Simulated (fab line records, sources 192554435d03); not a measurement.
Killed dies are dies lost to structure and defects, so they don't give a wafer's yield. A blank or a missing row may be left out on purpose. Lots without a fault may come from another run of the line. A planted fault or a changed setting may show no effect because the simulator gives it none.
Split-lot experiment | flow n5_finfet | 7 lots, 21 wafers read, on a route of 1938 steps

THE SPLIT
At N5_BEOL_M5_COAT_74 (time 60 s, resist thk 5 nm), the setting spin_rpm was moved away from the recipe's 1500 rpm on 7 of the 21 wafers read, by -3.5% to +9.5%. The other wafers ran this setting at the recipe's value.

FROM THE SPLIT TO THE READING: what the file shows between them, 3 steps
- N5_BEOL_M5_COAT_22: resist thk 30 nm
- N5_BEOL_M5_EBR_24
- N5_BEOL_M5_DESCUM_33: chemistry O2, time 7 s

THE READING
etch.depth_nm (the simulator's own value, which no gauge read), in nm, at N5_BEOL_M5_ETCH_75 (etches underlayer in N2/H2, target depth 6.5 nm, time 5.2 s). The file gives no usual value for it. The 14 wafers here that ran the recipe average 5.006 nm, standard deviation 0.017 nm.

wafer  | tool, chamber at the split | spin_rpm as run, rpm | against the recipe | etch.depth_nm, nm | against lot-mates on the recipe
L075.2 | litho_track-03, 0          | 1500                 | recipe             | 4.99              | -
L075.3 | litho_track-03, 0          | 1500                 | recipe             | 5.003             | -
L075.4 | litho_track-03, 0          | 1500                 | recipe             | 4.997             | -
L078.1 | litho_track-03, 0          | 1500                 | recipe             | 5.007             | -
L078.2 | litho_track-03, 0          | 1500                 | recipe             | 5                 | -
L078.5 | litho_track-03, 0          | 1500                 | recipe             | 4.992             | -
L081.3 | litho_track-01, 0          | 1500                 | recipe             | 4.985             | -
L081.5 | litho_track-01, 0          | 1447                 | -3.5%              | 5.082             | +0.097
L081.6 | litho_track-01, 0          | 1447                 | -3.5%              | 5.074             | +0.089
L080.2 | litho_track-02, 0          | 1500                 | recipe             | 4.989             | -
L080.4 | litho_track-02, 0          | 1642                 | +9.5%              | 4.771             | -0.217
L080.6 | litho_track-02, 0          | 1500                 | recipe             | 4.987             | -
L087.3 | litho_track-02, 0          | 1583                 | +5.5%              | 4.876             | -0.155
L087.4 | litho_track-02, 0          | 1500                 | recipe             | 5.031             | -
L087.6 | litho_track-02, 0          | 1583                 | +5.5%              | 4.871             | -0.160
L093.4 | litho_track-02, 0          | 1593                 | +6.2%              | 4.871             | -0.163
L093.5 | litho_track-02, 0          | 1500                 | recipe             | 5.038             | -
L093.6 | litho_track-02, 0          | 1500                 | recipe             | 5.03              | -
L096.2 | litho_track-03, 0          | 1500                 | recipe             | 5.011             | -
L096.4 | litho_track-03, 0          | 1610                 | +7.3%              | 4.846             | -0.170
L096.5 | litho_track-03, 0          | 1500                 | recipe             | 5.021             | -

THE FIT
A straight line over all 21 wafers: etch.depth_nm changes by -0.023 nm for each +1% of spin_rpm; r = -0.98; the points scatter about the line by 0.016 nm.
The same after taking each lot's own level away (the mean of its wafers on the recipe; 21 wafers): -0.025 nm for each +1%; r = -0.99; scatter 0.0095 nm.
On that fit, the largest move of spin_rpm shifts the reading by 0.24 nm.
The lots' own levels span 4.9850 to 5.0340 nm, that is 2.8 times the standard deviation above.
So the lot-to-lot level changes the slope little: the two slopes agree.
Check: with one of the wafers moved furthest among these (+9.5%) left out of the fit, the line predicts -0.247 nm for it against its lot-mates. It came out at -0.217 nm against them.

OTHER SPLITS ON THESE WAFERS
These wafers also went through other splits before the reading. Each is held against what the fit with the lots' levels taken away leaves over:
other split on the same wafers | wafers away from the commonest value | r with etch.depth_nm (lot level and that fit taken away)
N5_BEOL_M4_COAT_76 spin_rpm    | 4                                    | -0.34
N5_BEOL_M5_COAT_66 spin_rpm    | 9                                    | +0.01

THE FILE'S OWN FIT
etch.depth_nm changes by -0.0245 nm for each +1% of spin_rpm, r = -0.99.
